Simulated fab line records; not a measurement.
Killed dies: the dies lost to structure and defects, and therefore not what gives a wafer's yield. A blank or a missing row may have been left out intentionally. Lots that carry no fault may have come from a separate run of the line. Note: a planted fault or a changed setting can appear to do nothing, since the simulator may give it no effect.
Chamber matching    flow n5 finfet    N5_BEOL_M9_ETCH_62 on rie diel-02: 4 sister chambers
The step etches SOC in N2/H2, target depth 110 nm, overetch 22 nm, time 165 s. 8 wafers are shown with their chamber, then 7 later ones without.

== WAFERS WITH THEIR CHAMBER ==
wafer   chamber  showerhead plenum p Torr (Torr)  throttle valve pct (%)
L082.3  0        2.46                             17.74
L082.5  3        2.56                             17.98
L082.6  2        2.62                             18.08
L086.1  3        2.56                             17.98
L086.2  0        2.46                             17.76
L086.4  1        2.49                             18.12
L089.1  1        2.49                             18.16
L089.3  2        2.61                             18.09

== WAFERS WITH NO CHAMBER GIVEN ==
wafer   showerhead plenum p Torr (Torr)  throttle valve pct (%)
L089.6  2.49                             18.16
L093.3  2.61                             18.11
L093.4  2.55                             18.01
L093.5  2.61                             18.13
L096.1  2.55                             18.03
L096.4  2.45                             17.81
L096.5  2.61                             18.11

== WHICH CHAMBER EACH WENT THROUGH ==
wafer   from the rows above  in truth
L089.6  1                    1
L093.3  2                    2
L093.4  3                    3
L093.5  2                    2
L096.1  3                    3
L096.4  0                    0
L096.5  2                    2
Placed correctly: 7 of 7. Can't be placed from these rows: 0. Wrongly placed: 0.
How it was worked out, from the rows above alone: a wafer's distance from a chamber is the root of the sum, over the readings, of the square of ((its reading less the chamber's mean) divided by the reading's scatter). The wafer belongs to the nearest chamber; if the next one is less than 2 further off, it can't be placed. A chamber's mean is the mean of its shown wafers. The scatter is the square root of a quotient: the sum, over the shown wafers, of each reading's squared deviation from its chamber's mean, divided by wafers minus chambers.
